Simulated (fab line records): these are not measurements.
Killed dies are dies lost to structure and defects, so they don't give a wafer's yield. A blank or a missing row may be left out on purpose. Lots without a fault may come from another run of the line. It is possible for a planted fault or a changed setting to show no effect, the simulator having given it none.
Problem report in the 8D (eight disciplines) form, filled by code + flow nand harc + the parts of the form that need people (team, actions taken, sign-off) are left out

1. WHAT WENT WRONG
heater power total W at NHARC_A_CHANNEL_HOLE_D1_SOFTBAKE_05 reads a mean of 323.02 W on 2 wafers of 2 lots; wafers without a fault read 188.45 W with a standard deviation of 0.12. That is +99 or more standard deviations from the usual mean.
The step: time 55 s.
First seen on wafer L728.5, day 10 04:00, on litho track-01. The record has a number at this step for 39 wafers belonging to 13 lots. Rule for "out" (also "out of limits"): further than 4 standard deviations from the usual mean. Any other wafer with a number is counted as sound.

2. WHAT IT IS; WHAT IT IS NOT
| question                    | is                   | is not                                                                                                                          |
|-----------------------------|----------------------|---------------------------------------------------------------------------------------------------------------------------------|
| which readings at this step | heater power total W | -                                                                                                                               |
| which lots                  | L728, L732           | L721, L731, L733, L735, L736, L737, L738, L741, L742, L743, L744                                                                |
| which wafers of those lots  | L728.5, L732.3       | L728.1, L728.4, L732.1, L732.2                                                                                                  |
| read on which tools         | litho track-01       | litho track-04, litho track-06                                                                                                  |
| when                        | from day 10 04:00    | up to then (5 sound wafers); but 32 sound wafers of L731, L732, L733, L735, L736, L737, L738, L741, L742, L743, L744 came after |

3. WHAT RULES OUT EACH SUSPECT
Counting: a tool at a process step up to the reading stays a suspect if it ran every lot that is out. Sound lots after the first of them don't rule it out here, since some wafers of a struck lot are sound.
- litho track-01 at NHARC_A_CHANNEL_HOLE_D1_SOFTBAKE_05 (time 55 s): kept. It ran every lot that is out, first L728 (day 10 04:00); its last sound lot up to then is L721 (day 8 02:00). On those wafers its own readings are out: heater power total W.
After counting, what remains is litho track-01 at NHARC_A_CHANNEL_HOLE_D1_SOFTBAKE_05.

4. THE CAUSE (what the simulator had put in)
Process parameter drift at NHARC_A_CHANNEL_HOLE_D1_SOFTBAKE_05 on litho track-01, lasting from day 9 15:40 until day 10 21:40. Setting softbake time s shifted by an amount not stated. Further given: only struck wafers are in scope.
Counting left only this tool.

5. THE CHAIN OF EFFECTS, in route order
Each row: a reading whose mean over the struck wafers that have a number lies more than 3 standard deviations from the usual. Scope: only readings with a usual standard deviation given in the record; hours: median across lots of the time from each lot's start at the first step in this table that gives one to its start at this step; sigmas: change in usual standard deviations.
| hours | step                                | reading              | usual    | on struck wafers | change  | sigmas      |
|-------|-------------------------------------|----------------------|----------|------------------|---------|-------------|
| 0     | NHARC_A_CHANNEL_HOLE_D1_SOFTBAKE_05 | heater power total W | 188.45 W | 323.02           | +134.57 | +99 or more |
Process steps it contains:
- NHARC_A_CHANNEL_HOLE_D1_SOFTBAKE_05: time 55 s.

6. HOW IT WOULD HAVE BEEN CAUGHT EARLIER
In this record no reading fell out of limits until day 10 04:00, 12 hours after the fault had begun at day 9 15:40.
